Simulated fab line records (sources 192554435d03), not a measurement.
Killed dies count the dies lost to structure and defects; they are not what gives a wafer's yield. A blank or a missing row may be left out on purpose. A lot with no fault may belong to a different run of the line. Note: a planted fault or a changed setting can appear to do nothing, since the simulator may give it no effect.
Lot-split experiment :: flow n5Finfet :: 21 wafers read from 7 lots, route of 1938 steps

== THE SPLIT ==
At N5_BEOL_M6_COAT_71 (time 60 s, resist thk 5 nm), the setting spinRpm was moved away from the recipe's 1500 rpm on 6 of the 21 wafers read, by +3.6% to +7.5%. For the rest of the wafers, this setting stayed at what the recipe calls for.

== FROM THE SPLIT TO THE READING: what the file shows between them, 3 steps ==
- N5_BEOL_M6_COAT_22: resist thk 30 nm
- N5_BEOL_M6_EBR_24
- N5_BEOL_M6_DESCUM_33: chemistry O2, time 7 s

== THE READING ==
etch.depthNm (the simulator's own value, which no gauge read), in nm, at N5_BEOL_M6_ETCH_72 (etches underlayer in N2/H2, target depth 6.5 nm, time 5.2 s). No usual value for it is given in the file. Average 4.992 nm, standard deviation 0.019 nm, over the 15 wafers here run with the recipe.

wafer: L075.2
tool, chamber at the split: lithoTrack-02, 0
spinRpm as run, rpm: 1500
against the recipe: recipe
etch.depthNm, nm: 5.018
against lot-mates on the recipe: -

wafer: L075.5
tool, chamber at the split: lithoTrack-02, 0
spinRpm as run, rpm: 1500
against the recipe: recipe
etch.depthNm, nm: 5.015
against lot-mates on the recipe: -

wafer: L075.6
tool, chamber at the split: lithoTrack-02, 0
spinRpm as run, rpm: 1564
against the recipe: +4.3%
etch.depthNm, nm: 4.891
against lot-mates on the recipe: -0.125

wafer: L076.2
tool, chamber at the split: lithoTrack-02, 0
spinRpm as run, rpm: 1500
against the recipe: recipe
etch.depthNm, nm: 5.003
against lot-mates on the recipe: -

wafer: L076.5
tool, chamber at the split: lithoTrack-02, 0
spinRpm as run, rpm: 1500
against the recipe: recipe
etch.depthNm, nm: 4.996
against lot-mates on the recipe: -

wafer: L076.6
tool, chamber at the split: lithoTrack-02, 0
spinRpm as run, rpm: 1500
against the recipe: recipe
etch.depthNm, nm: 4.995
against lot-mates on the recipe: -

wafer: L078.1
tool, chamber at the split: lithoTrack-04, 0
spinRpm as run, rpm: 1613
against the recipe: +7.5%
etch.depthNm, nm: 4.849
against lot-mates on the recipe: -0.164

wafer: L078.3
tool, chamber at the split: lithoTrack-04, 0
spinRpm as run, rpm: 1500
against the recipe: recipe
etch.depthNm, nm: 5.007
against lot-mates on the recipe: -

wafer: L078.6
tool, chamber at the split: lithoTrack-04, 0
spinRpm as run, rpm: 1500
against the recipe: recipe
etch.depthNm, nm: 5.019
against lot-mates on the recipe: -

wafer: L081.1
tool, chamber at the split: lithoTrack-04, 0
spinRpm as run, rpm: 1500
against the recipe: recipe
etch.depthNm, nm: 4.979
against lot-mates on the recipe: -

wafer: L081.4
tool, chamber at the split: lithoTrack-04, 0
spinRpm as run, rpm: 1500
against the recipe: recipe
etch.depthNm, nm: 4.971
against lot-mates on the recipe: -

wafer: L081.6
tool, chamber at the split: lithoTrack-04, 0
spinRpm as run, rpm: 1500
against the recipe: recipe
etch.depthNm, nm: 4.968
against lot-mates on the recipe: -

wafer: L085.1
tool, chamber at the split: lithoTrack-04, 0
spinRpm as run, rpm: 1500
against the recipe: recipe
etch.depthNm, nm: 4.964
against lot-mates on the recipe: -

wafer: L085.3
tool, chamber at the split: lithoTrack-04, 0
spinRpm as run, rpm: 1500
against the recipe: recipe
etch.depthNm, nm: 4.983
against lot-mates on the recipe: -

wafer: L085.6
tool, chamber at the split: lithoTrack-04, 0
spinRpm as run, rpm: 1500
against the recipe: recipe
etch.depthNm, nm: 4.967
against lot-mates on the recipe: -

wafer: L096.1
tool, chamber at the split: lithoTrack-02, 0
spinRpm as run, rpm: 1554
against the recipe: +3.6%
etch.depthNm, nm: 4.932
against lot-mates on the recipe: -0.083

wafer: L096.3
tool, chamber at the split: lithoTrack-02, 0
spinRpm as run, rpm: 1500
against the recipe: recipe
etch.depthNm, nm: 5.015
against lot-mates on the recipe: -

wafer: L096.4
tool, chamber at the split: lithoTrack-02, 0
spinRpm as run, rpm: 1554
against the recipe: +3.6%
etch.depthNm, nm: 4.915
against lot-mates on the recipe: -0.100

wafer: L097.2
tool, chamber at the split: lithoTrack-04, 0
spinRpm as run, rpm: 1608
against the recipe: +7.2%
etch.depthNm, nm: 4.818
against lot-mates on the recipe: -0.168

wafer: L097.3
tool, chamber at the split: lithoTrack-04, 0
spinRpm as run, rpm: 1500
against the recipe: recipe
etch.depthNm, nm: 4.986
against lot-mates on the recipe: -

wafer: L097.6
tool, chamber at the split: lithoTrack-04, 0
spinRpm as run, rpm: 1608
against the recipe: +7.2%
etch.depthNm, nm: 4.812
against lot-mates on the recipe: -0.174

FIT RESULTS
A straight line over all 21 wafers: etch.depthNm changes by -0.0224 nm for each +1% of spinRpm; r = -0.96; the points scatter about the line by 0.019 nm.
The same after taking each lot's own level away (the mean of its wafers on the recipe; 21 wafers): -0.0238 nm for each +1%; r = -0.99; scatter 0.0086 nm.
According to that fit, moving spinRpm by its largest amount changes the reading by 0.18 nm.
From 4.9713 to 5.0165 nm: that is the span of the lots' own levels, equal to 2.3 times the standard deviation above.
Consequently the slope shifts little with the lot-to-lot level, the two slopes agreeing.
Check: -0.186 nm against its lot-mates is what the line predicts for one of the wafers moved furthest among these (+7.5%) when that wafer is left out of the fit. Against them it came out at -0.164 nm.

== FURTHER SPLITS ON THESE WAFERS ==
Before the reading, these wafers also passed through other splits. Each is held against what the fit with the lots' levels taken away leaves over:
other split on the same wafers: N5_BEOL_M3_EXPOSE_08 doseMj
wafers away from the commonest value: 9
r with etch.depthNm (lot level and that fit taken away): -0.36

other split on the same wafers: N5_BEOL_M4_ILD_DEP_00 timeS
wafers away from the commonest value: 9
r with etch.depthNm (lot level and that fit taken away): +0.55

other split on the same wafers: N5_BEOL_M4_COAT_62 spinRpm
wafers away from the commonest value: 9
r with etch.depthNm (lot level and that fit taken away): +0.12

other split on the same wafers: N5_BEOL_M4_ETCH_70 biasW
wafers away from the commonest value: 8
r with etch.depthNm (lot level and that fit taken away): +0.14

other split on the same wafers: N5_BEOL_M5_ETCH_41 sourceW
wafers away from the commonest value: 10
r with etch.depthNm (lot level and that fit taken away): +0.08

other split on the same wafers: N5_BEOL_M6_ETCH_62 biasW
wafers away from the commonest value: 8
r with etch.depthNm (lot level and that fit taken away): +0.17

== THE FILE'S OWN FIT ==
etch.depthNm changes by -0.0239 nm for each +1% of spinRpm, r = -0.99.
